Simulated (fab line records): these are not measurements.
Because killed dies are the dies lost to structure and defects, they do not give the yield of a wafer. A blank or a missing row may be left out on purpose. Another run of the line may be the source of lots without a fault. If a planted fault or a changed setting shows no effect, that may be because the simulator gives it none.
fab line records    flow n5_finfet    part 1 of 2: steps 1 to 15 of 25
record lots=5  wafers=15  last_day=16
route steps=1938 shown MOL_CONTACT_COAG@573
lots untouched by any fault: they come from a run of this same line in which no faults occurred
start_h: hours from the record's opening day to when the first of the lot's shown wafers began    wait_h: hours from the lot's prior step to this one    " repeats the value in the row above    L1.1+2: a single row standing in for several wafers    - value missing, or start not given    * or withheld: withheld    < > ~ a bound
route shown NAME@n: names a module that has steps shown in the file, with the first one's number in the route    usual: the fault-free wafers' mean and standard deviation    same: alike in all rows    chamber/n: place in a boat    sites: each site's reading    _std_site: the values' standard deviation    _edge_site: the outer-site mean with the inner-site mean subtracted    radius_mm: for every site, how far away it sits from the centre of the wafer    mask NAME#n: copy n    behind: the last tool/chamber to shape the wafer    hold: reason for holding the lot/hours on hold/outcome of the hold    device: the n, p or np transistor that did not switch    end of line: the same wafers' tests at the end of the route    a step given without rows: its recipe and nothing more    killed: dies that structure and defects cost at the first sort, which is not the same as the wafer's yield    map: shows each die of a wafer: x if killed, . if not, _ if none is there
set.NAME: the setting the step ran with; set.NAME@STEP: the setting that earlier step ran with    model.NAME: the simulator's own value behind a step, which no gauge read
lots at some steps of the route; a table a step, a row a wafer
services: when a tool's chamber went out of use (start_h, in hours from the record's first day, below 0 if earlier), for how many hours, and the reason
## steps
# step N5_MOL_CONTACT_COAG_CD_MEAS_84
# recipe target_cd_nm=25.1  landing_energy_ev=500  detector=se_inlens  polarity=opening
# usual cd_nm=25.04/0.23
# same landing_energy_ev=500
lot.wafer  tool       chamber  start_h  wait_h  cd_nm
L077.1     cd_sem-03  0        118.50   -       25.02
L077.2     "          0        "        "       24.78
L077.6     "          0        "        "       24.91
L086.3     cd_sem-02  0        170.33   -       24.89
L086.4     "          0        "        "       24.84
L086.5     "          0        "        "       25.20
L087.2     cd_sem-01  0        184.75   -       24.92
L087.3     "          0        "        "       25.14
L087.4     "          0        "        "       25.08
L089.1     cd_sem-02  0        190.40   -       25.27
L089.2     "          0        "        "       25.00
L089.4     "          0        "        "       24.87
L093.3     cd_sem-03  0        212.81   -       25.11
L093.4     "          0        "        "       25.03
L093.5     "          0        "        "       25.19
# step N5_MOL_CONTACT_COAG_OVL_MEAS_85
# recipe points_per_wafer=522
# usual VG_OVL=0.1/0.67
lot.wafer  tool        chamber  start_h  wait_h  VG_OVL[nm]
L077.1     overlay-01  0        118.54   0.0     0.5
L077.2     "           0        "        "       0.3
L077.6     "           0        "        "       0.5
L086.3     overlay-02  0        170.37   0.0     0.6
L086.4     "           0        "        "       0.8
L086.5     "           0        "        "       1.6
L087.2     overlay-01  0        184.79   0.0     0.9
L087.3     "           0        "        "       0.9
L087.4     "           0        "        "       0.4
L089.1     overlay-02  0        190.43   0.0     0.5
L089.2     "           0        "        "       0.4
L089.4     "           0        "        "       1.1
L093.3     overlay-02  0        212.85   0.0     0.0
L093.4     "           0        "        "       -0.3
L093.5     "           0        "        "       0.3
# step N5_MOL_CONTACT_COAG_INSPECT_57
# recipe mode=adi  inspect_instrument=brightfield
# usual raw_defect_count=201/54
lot.wafer  tool               chamber  start_h  wait_h  raw_defect_count
L077.1     defect_inspect-01  -        118.59   0.1     184
L077.2     "                  -        "        "       227
L077.6     "                  -        "        "       253
L086.3     defect_inspect-02  -        170.42   0.0     288
L086.4     "                  -        "        "       261
L086.5     "                  -        "        "       217
L087.2     defect_inspect-02  -        184.84   0.0     157
L087.3     "                  -        "        "       124
L087.4     "                  -        "        "       171
L089.1     defect_inspect-02  -        190.49   0.1     218
L089.2     "                  -        "        "       189
L089.4     "                  -        "        "       144
L093.3     defect_inspect-01  -        212.89   0.0     168
L093.4     "                  -        "        "       234
L093.5     "                  -        "        "       176
# step N5_MOL_CONTACT_COAG_DESCUM_88
# recipe chemistry=O2  time_s=7  source_power_w=50  bias_power_w=20  pressure_mtorr=20  rf_frequency_hz=2.712e+07  temp_c=40  resist=CAR-EUV  o2_flow_sccm=225
# usual drypump_motor_current_A=5.6/0.51  oes_product_au=0.76/0.092  rf_vpp_V=243.2/1.4  showerhead_plenum_p_Torr=2.10/0.08  throttle_valve_pct=20.40/0.27
lot.wafer  tool         chamber  start_h  wait_h  drypump_motor_current_A  oes_product_au  rf_hours_counter_h  rf_vpp_V  showerhead_plenum_p_Torr  throttle_valve_pct
L077.1     rie_diel-05  1        118.63   0.0     5.4                      0.72            163                 242.2     2.09                      20.63
L077.2     "            3        "        "       4.8                      0.73            172                 244.6     2.17                      20.36
L077.6     "            1        "        "       5.4                      0.72            -                   243.0     2.09                      20.61
L086.3     rie_diel-05  0        170.61   0.2     5.2                      0.70            183                 242.9     2.06                      20.02
L086.4     "            2        "        "       6.2                      0.70            194                 242.8     1.99                      20.67
L086.5     "            1        "        "       5.4                      0.71            -                   244.2     2.09                      20.65
L087.2     rie_diel-03  1        185.01   0.2     5.4                      0.86            29                  242.5     2.05                      19.96
L087.3     "            3        "        "       6.4                      0.75            132                 240.5     2.00                      20.66
L087.4     "            1        "        "       5.4                      0.85            -                   241.7     2.05                      19.99
L089.1     rie_diel-01  1        190.52   0.0     5.9                      0.71            184                 245.2     2.17                      20.55
L089.2     "            3        "        "       5.7                      0.91            10                  244.6     2.08                      20.15
L089.4     "            2        "        "       5.6                      0.92            19                  244.7     2.25                      20.12
L093.3     rie_diel-05  1        212.93   0.0     5.4                      0.70            194                 241.9     2.08                      20.68
L093.4     "            3        "        "       4.8                      0.71            201                 245.1     2.16                      20.40
L093.5     "            0        "        "       5.2                      0.68            -                   240.3     2.06                      20.06
# step N5_MOL_CONTACT_COAG_ETCH_89
# recipe chemistry=N2/H2  target=underlayer  target_depth_a=130  mask_material=CAR-EUV  time_s=10.4  ion_energy_ev=200  pressure_mtorr=30  source_w=840  bias_w=150  n2_flow_sccm=200  h2_flow_sccm=200  ends=cleared
# usual drypump_motor_current_A=5.6/0.51  etch_rf_on_time_s=10.5/0.35  oes_product_au=0.66/0.081  rf_vpp_V=523.9/2.7  showerhead_plenum_p_Torr=2.54/0.091  throttle_valve_pct=17.8/0.32
lot.wafer  tool         chamber  start_h  wait_h  drypump_motor_current_A  etch_rf_on_time_s  oes_product_au  rf_hours_counter_h  rf_vpp_V  showerhead_plenum_p_Torr  throttle_valve_pct
L077.1     rie_diel-05  1        118.66   0.0     5.4                      10.9               0.62            163                 524.3     2.51                      17.7
L077.2     "            3        "        "       4.8                      10.1               0.63            172                 525.8     2.65                      17.8
L077.6     "            1        "        "       5.4                      11.0               0.62            -                   523.4     2.51                      17.8
L086.3     rie_diel-05  0        170.65   0.0     5.2                      10.9               0.60            183                 523.9     2.52                      17.5
L086.4     "            2        "        "       6.2                      10.1               0.62            194                 520.6     2.43                      18.2
L086.5     "            1        "        "       5.4                      10.8               0.60            -                   523.9     2.51                      17.8
L087.2     rie_diel-03  1        185.05   0.0     5.4                      10.1               0.75            29                  522.1     2.47                      17.2
L087.3     "            3        "        "       6.5                      10.1               0.65            132                 520.3     2.45                      18.2
L087.4     "            1        "        "       5.4                      10.3               0.74            -                   521.1     2.47                      17.2
L089.1     rie_diel-01  1        190.56   0.0     5.9                      10.2               0.62            184                 526.5     2.62                      17.9
L089.2     "            3        "        "       5.7                      10.9               0.76            10                  522.7     2.49                      17.4
L089.4     "            2        "        "       5.6                      10.0               0.80            19                  529.0     2.70                      17.3
L093.3     rie_diel-05  1        212.96   0.0     5.4                      11.2               0.59            194                 524.3     2.50                      17.8
L093.4     "            3        "        "       4.8                      10.3               0.61            201                 525.0     2.64                      17.9
L093.5     "            0        "        "       5.2                      11.1               0.58            -                   523.4     2.51                      17.5
# step N5_MOL_CONTACT_COAG_ETCH_90
# recipe chemistry=CF4  target=SiARC  target_depth_a=130  mask_material=CAR-EUV  time_s=21.7  ion_energy_ev=80  pressure_mtorr=40  source_w=545  bias_w=36  Ar_flow_sccm=100  cf4_flow_sccm=100  ends=cleared
# usual drypump_motor_current_A=5.6/0.5  etch_rf_on_time_s=21.8/0.74  oes_product_au=0.66/0.083  rf_vpp_V=184.0/1.2  showerhead_plenum_p_Torr=2.14/0.074  throttle_valve_pct=15.54/0.25
lot.wafer  tool         chamber  start_h  wait_h  drypump_motor_current_A  etch_rf_on_time_s  oes_product_au  rf_hours_counter_h  rf_vpp_V  showerhead_plenum_p_Torr  throttle_valve_pct
L077.1     rie_diel-05  1        118.68   0.0     5.4                      22.9               0.62            163                 185.2     2.11                      15.61
L077.2     "            3        "        "       4.8                      20.8               0.64            172                 184.3     2.22                      15.65
L077.6     "            1        "        "       5.4                      22.6               0.62            -                   183.6     2.11                      15.61
L086.3     rie_diel-05  0        170.67   0.0     5.2                      22.6               0.60            183                 184.2     2.13                      15.49
L086.4     "            2        "        "       6.2                      21.0               0.61            194                 182.6     2.06                      15.91
L086.5     "            1        "        "       5.4                      22.6               0.60            -                   184.2     2.10                      15.63
L087.2     rie_diel-03  1        185.06   0.0     5.4                      21.0               0.76            29                  183.6     2.09                      15.10
L087.3     "            3        "        "       6.4                      21.0               0.66            132                 184.0     2.06                      15.83
L087.4     "            1        "        "       5.4                      21.0               0.75            -                   184.8     2.09                      15.11
L089.1     rie_diel-01  1        190.58   0.0     5.9                      21.5               0.61            184                 185.2     2.20                      15.72
L089.2     "            3        "        "       5.7                      23.0               0.76            10                  183.0     2.10                      15.20
L089.4     "            2        "        "       5.5                      20.8               0.79            19                  187.3     2.28                      15.24
L093.3     rie_diel-05  1        212.98   0.0     5.4                      23.1               0.60            194                 183.7     2.10                      15.69
L093.4     "            3        "        "       4.8                      21.1               0.62            201                 184.0     2.21                      15.69
L093.5     "            0        "        "       5.2                      22.8               0.58            -                   183.6     2.12                      15.51
# step N5_MOL_CONTACT_COAG_ALD_131
# recipe material=SiO2  target_thk_a=50  temp_c=100  ald_precursor_family=BDEAS  ald_co_reactant=O2-plasma  pulse_time_s=1  co_reactant_pulse_time_s=1  purge_time_s=2  co_reactant_purge_time_s=2  ald_cycles=35  pressure_torr=2
# usual chamber_pressure_Torr=2.000/0.0043  heater_power_w=80/6.6  precursor_pulse_height_rel=1.000/0.019
lot.wafer  tool        chamber  start_h  wait_h  chamber_pressure_Torr  heater_power_w  precursor_pulse_height_rel
L077.1     ald_sin-04  2        118.76   0.1     1.998                  71              0.994
L077.2     "           1        "        "       1.999                  76              0.958
L077.6     "           2        "        "       1.998                  74              0.990
L086.3     ald_sin-04  1        170.75   0.1     1.996                  79              1.015
L086.4     "           0        "        "       1.998                  78              1.004
L086.5     "           0        "        "       1.998                  78              1.014
L087.2     ald_sin-03  0        185.50   0.4     2.003                  77              1.043
L087.3     "           1        "        "       2.001                  81              1.011
L087.4     "           3        "        "       2.000                  76              1.021
L089.1     ald_sin-03  3        190.66   0.1     2.003                  80              1.020
L089.2     "           2        "        "       1.999                  92              0.998
L089.4     "           0        "        "       2.003                  77              1.010
L093.3     ald_sin-04  3        213.06   0.1     2.001                  94              0.993
L093.4     "           1        "        "       2.001                  78              1.005
L093.5     "           2        "        "       2.006                  71              1.032
# step N5_MOL_CONTACT_COAG_ETCHBACK_132
# recipe chemistry=CHF3  target=SiO2  target_depth_a=100  time_s=6.7  ion_energy_ev=200  pressure_mtorr=30  source_w=610  bias_w=170  Ar_flow_sccm=200  CHF3_flow_sccm=50
# usual CHF3_flow_sccm=50.00/0.15  drypump_motor_current_A=5.6/0.5  oes_product_au=0.76/0.086  rf_vpp_V=519/12  showerhead_plenum_p_Torr=2.38/0.084  throttle_valve_pct=18.67/0.24
lot.wafer  tool         chamber  start_h  wait_h  CHF3_flow_sccm  drypump_motor_current_A  oes_product_au  rf_hours_counter_h  rf_vpp_V  showerhead_plenum_p_Torr  throttle_valve_pct
L077.1     rie_diel-05  3        118.94   0.1     49.98           4.8                      0.73            172                 522       2.47                      18.69
L077.2     "            1        "        "       50.35           5.4                      0.72            163                 513       2.36                      18.82
L077.6     "            0        "        "       49.93           5.2                      0.70            -                   506       2.37                      18.46
L086.3     rie_diel-03  1        170.99   0.2     49.92           5.4                      0.88            24                  518       2.34                      18.26
L086.4     "            2        "        "       49.91           4.7                      0.69            246                 514       2.33                      18.71
L086.5     "            2        "        "       49.97           4.7                      0.69            -                   514       2.33                      18.71
L087.2     rie_diel-03  0        185.69   0.1     50.14           5.2                      0.88            15                  529       2.56                      18.58
L087.3     "            3        "        "       50.02           6.4                      0.75            132                 516       2.28                      18.92
L087.4     "            0        "        "       49.92           5.2                      0.89            -                   528       2.56                      18.58
L089.1     rie_diel-03  3        190.83   0.1     49.99           6.4                      0.76            134                 516       2.28                      18.92
L089.2     "            1        "        "       49.91           5.4                      0.88            31                  516       2.33                      18.28
L089.4     "            1        "        "       50.00           5.4                      0.87            -                   518       2.33                      18.28
L093.3     rie_diel-05  1        213.24   0.1     49.81           5.4                      0.70            194                 512       2.35                      18.88
L093.4     "            0        "        "       50.04           5.2                      0.68            197                 505       2.36                      18.52
L093.5     "            1        "        "       50.04           5.4                      0.69            -                   512       2.35                      18.90
# step N5_MOL_CONTACT_COAG_ETCH_91
# recipe chemistry=N2/H2  target=SOC  target_depth_a=600  overetch_a=210  mask_material=SiARC  temp_c=40  time_s=101.2  ion_energy_ev=200  pressure_mtorr=30  source_w=840  bias_w=150  n2_flow_sccm=200  h2_flow_sccm=200
# usual drypump_motor_current_A=5.6/0.5  oes_product_au=0.64/0.069  rf_vpp_V=524.0/2.5  showerhead_plenum_p_Torr=2.54/0.089  throttle_valve_pct=17.7/0.32
lot.wafer  tool         chamber  start_h  wait_h  drypump_motor_current_A  oes_product_au  rf_hours_counter_h  rf_vpp_V  showerhead_plenum_p_Torr  throttle_valve_pct
L077.1     rie_diel-05  3        118.98   0.0     4.8                      0.62            172                 526.8     2.65                      17.8
L077.2     "            1        "        "       5.4                      0.62            163                 522.8     2.51                      17.7
L077.6     "            0        "        "       5.2                      0.61            -                   523.2     2.52                      17.4
L086.3     rie_diel-03  1        171.02   0.0     5.4                      0.73            24                  522.9     2.47                      17.2
L086.4     "            2        "        "       4.7                      0.58            246                 522.9     2.51                      17.9
L086.5     "            2        "        "       4.7                      0.57            -                   522.5     2.51                      17.9
L087.2     rie_diel-03  0        185.72   0.0     5.2                      0.76            15                  528.5     2.69                      17.5
L087.3     "            3        "        "       6.4                      0.63            133                 521.2     2.45                      18.1
L087.4     "            0        "        "       5.2                      0.75            -                   527.7     2.69                      17.5
L089.1     rie_diel-03  3        190.87   0.0     6.5                      0.63            134                 520.7     2.44                      18.1
L089.2     "            1        "        "       5.4                      0.72            31                  524.2     2.46                      17.2
L089.4     "            1        "        "       5.4                      0.72            -                   523.2     2.46                      17.2
L093.3     rie_diel-05  1        213.27   0.0     5.4                      0.59            194                 523.6     2.50                      17.8
L093.4     "            0        "        "       5.2                      0.59            197                 522.6     2.51                      17.5
L093.5     "            1        "        "       5.4                      0.60            -                   522.9     2.50                      17.8
# step N5_MOL_CONTACT_COAG_STRIP_92
# recipe chemistry=N2/H2  temp_c=40  n2_flow_sccm=200  h2_flow_sccm=200  rf_frequency_hz=6e+07
lot.wafer   tool         chamber  start_h  wait_h
L077.1+2+6  rie_diel-05  3,1,0    119.05   0.0
L086.3+4+5  rie_diel-03  1,2,2    171.09   0.0
L087.2+3+4  rie_diel-03  0,3,0    185.79   0.0
L089.1+2+4  rie_diel-03  3,1,1    190.94   0.0
L093.3+4+5  rie_diel-05  1,0,1    213.34   0.0
# step N5_MOL_CONTACT_COAG_STRIP_93
# recipe chemistry=N2/H2  temp_c=40  n2_flow_sccm=200  h2_flow_sccm=200  rf_frequency_hz=6e+07
lot.wafer   tool         chamber  start_h  wait_h
L077.1+2+6  rie_diel-05  3,1,0    119.06   0.0
L086.3+4+5  rie_diel-03  1,2,2    171.10   0.0
L087.2+3+4  rie_diel-03  0,3,0    185.80   0.0
L089.1+2+4  rie_diel-03  3,1,1    190.95   0.0
L093.3+4+5  rie_diel-05  1,0,1    213.35   0.0
# step N5_MOL_CONTACT_COAG_ETCHBACK_135
# recipe chemistry=CHF3  target=SiO2  target_depth_a=250  time_s=16.7  ion_energy_ev=200  pressure_mtorr=30  source_w=610  bias_w=170  Ar_flow_sccm=200  CHF3_flow_sccm=50
# usual CHF3_flow_sccm=49.99/0.14  drypump_motor_current_A=5.6/0.5  oes_product_au=0.76/0.087  rf_vpp_V=519/12  showerhead_plenum_p_Torr=2.38/0.084  throttle_valve_pct=18.67/0.24
lot.wafer  tool         chamber  start_h  wait_h  CHF3_flow_sccm  drypump_motor_current_A  oes_product_au  rf_hours_counter_h  rf_vpp_V  showerhead_plenum_p_Torr  throttle_valve_pct
L077.1     rie_diel-05  3        119.07   0.0     49.96           4.8                      0.73            172                 522       2.47                      18.69
L077.2     "            1        "        "       49.88           5.4                      0.72            163                 512       2.36                      18.83
L077.6     "            0        "        "       49.89           5.2                      0.70            -                   504       2.37                      18.46
L086.3     rie_diel-03  1        171.11   0.0     49.92           5.4                      0.88            24                  517       2.34                      18.27
L086.4     "            2        "        "       50.02           4.7                      0.68            246                 513       2.33                      18.72
L086.5     "            2        "        "       50.07           4.7                      0.68            -                   514       2.33                      18.72
L087.2     rie_diel-03  0        185.81   0.0     49.80           5.2                      0.89            15                  529       2.56                      18.60
L087.3     "            3        "        "       49.92           6.4                      0.75            133                 517       2.28                      18.91
L087.4     "            0        "        "       49.71           5.2                      0.88            -                   529       2.56                      18.60
L089.1     rie_diel-03  3        190.96   0.0     49.98           6.4                      0.76            134                 517       2.28                      18.92
L089.2     "            1        "        "       50.29           5.4                      0.88            31                  517       2.33                      18.27
L089.4     "            1        "        "       50.06           5.4                      0.87            -                   517       2.33                      18.27
L093.3     rie_diel-05  1        213.36   0.0     49.98           5.4                      0.69            194                 513       2.35                      18.89
L093.4     "            0        "        "       49.77           5.2                      0.68            197                 503       2.36                      18.51
L093.5     "            1        "        "       49.92           5.4                      0.70            -                   512       2.35                      18.86
# step N5_MOL_CONTACT_COAG_STRIP_118
# recipe chemistry=CHF3  resist=SiARC  rf_frequency_hz=6e+07
lot.wafer   tool         chamber  start_h  wait_h
L077.1+2+6  rie_diel-05  3,1,0    119.09   0.0
L086.3+4+5  rie_diel-03  1,2,2    171.14   0.0
L087.2+3+4  rie_diel-03  0,3,0    185.83   0.0
L089.1+2+4  rie_diel-03  3,1,1    190.98   0.0
L093.3+4+5  rie_diel-05  1,0,1    213.39   0.0
# step N5_MOL_CONTACT_COAG_VIA_ETCH_46
# recipe chemistry=C4F6/O2  target_depth_a=460  overetch_a=92  mask_material=SOC  target=SiO2  bias_w=455  pressure_mtorr=10  time_s=40  source_w=325  Ar_flow_sccm=300  C4F6_flow_sccm=10  O2_flow_sccm=10  ion_energy_ev=575.3  ends=end_point
# usual drypump_motor_current_A=5.6/0.5  oes_product_au=0.68/0.073  rf_vpp_V=1574/33  showerhead_plenum_p_Torr=2.84/0.1  throttle_valve_pct=40.8/0.72
lot.wafer  tool         chamber  start_h  wait_h  drypump_motor_current_A  oes_product_au  rf_hours_counter_h  rf_vpp_V  showerhead_plenum_p_Torr  throttle_valve_pct
L077.1     rie_diel-05  3        119.10   0.0     4.8                      0.65            172                 1584      2.95                      40.7
L077.2     "            1        "        "       5.4                      0.67            163                 1550      2.81                      40.8
L077.6     "            0        "        "       5.2                      0.67            -                   1536      2.83                      39.9
L086.3     rie_diel-03  1        171.15   0.0     5.4                      0.76            24                  1569      2.79                      40.1
L086.4     "            2        "        "       4.7                      0.61            246                 1560      2.78                      40.9
L086.5     "            2        "        "       4.7                      0.61            -                   1560      2.78                      40.9
L087.2     rie_diel-03  0        185.84   0.0     5.2                      0.81            15                  1601      3.07                      42.1
L087.3     "            3        "        "       6.5                      0.69            133                 1565      2.72                      41.4
L087.4     "            0        "        "       5.2                      0.81            -                   1599      3.06                      42.1
L089.1     rie_diel-03  3        190.99   0.0     6.4                      0.68            134                 1563      2.72                      41.4
L089.2     "            1        "        "       5.4                      0.75            31                  1570      2.79                      40.1
L089.4     "            1        "        "       5.4                      0.78            -                   1570      2.79                      40.1
L093.3     rie_diel-05  1        213.40   0.0     5.4                      0.63            194                 1548      2.80                      40.9
L093.4     "            0        "        "       5.2                      0.64            197                 1535      2.82                      39.9
L093.5     "            1        "        "       5.4                      0.65            -                   1547      2.80                      40.9
# step N5_MOL_CONTACT_COAG_STRIP_96
# recipe chemistry=N2/H2  power_w=500  temp_c=40  pressure_mtorr=50  rf_frequency_hz=6e+07  overash_fraction=0.3  bias_power_w=28  h2_frac=0.5  n2_flow_sccm=300  h2_flow_sccm=300
# usual drypump_motor_current_A=5.6/0.5  oes_product_au=0.76/0.085  rf_vpp_V=122.0/1.3  showerhead_plenum_p_Torr=3.36/0.11  throttle_valve_pct=18.8/0.4
lot.wafer  tool         chamber  start_h  wait_h  drypump_motor_current_A  oes_product_au  rf_hours_counter_h  rf_vpp_V  showerhead_plenum_p_Torr  throttle_valve_pct
L077.1     rie_diel-05  3        119.17   0.0     4.8                      0.74            172                 124.0     3.49                      18.7
L077.2     "            1        "        "       5.4                      0.72            163                 125.1     3.32                      18.5
L077.6     "            0        "        "       5.3                      0.70            -                   121.6     3.34                      18.3
L086.3     rie_diel-03  1        171.21   0.0     5.4                      0.87            24                  120.6     3.26                      18.1
L086.4     "            2        "        "       4.7                      0.70            246                 120.8     3.32                      19.1
L086.5     "            2        "        "       4.7                      0.69            -                   121.6     3.32                      19.1
L087.2     rie_diel-03  0        185.91   0.0     5.2                      0.89            15                  125.3     3.55                      18.7
L087.3     "            3        "        "       6.4                      0.76            133                 122.3     3.24                      19.3
L087.4     "            0        "        "       5.3                      0.89            -                   123.1     3.55                      18.7
L089.1     rie_diel-03  3        191.06   0.0     6.4                      0.75            134                 120.5     3.23                      19.3
L089.2     "            1        "        "       5.4                      0.84            31                  121.0     3.26                      18.1
L089.4     "            1        "        "       5.4                      0.85            -                   120.6     3.26                      18.2
L093.3     rie_diel-05  1        213.46   0.0     5.4                      0.69            194                 122.7     3.30                      18.6
L093.4     "            0        "        "       5.2                      0.68            197                 119.3     3.32                      18.3
L093.5     "            1        "        "       5.4                      0.69            -                   121.0     3.31                      18.6
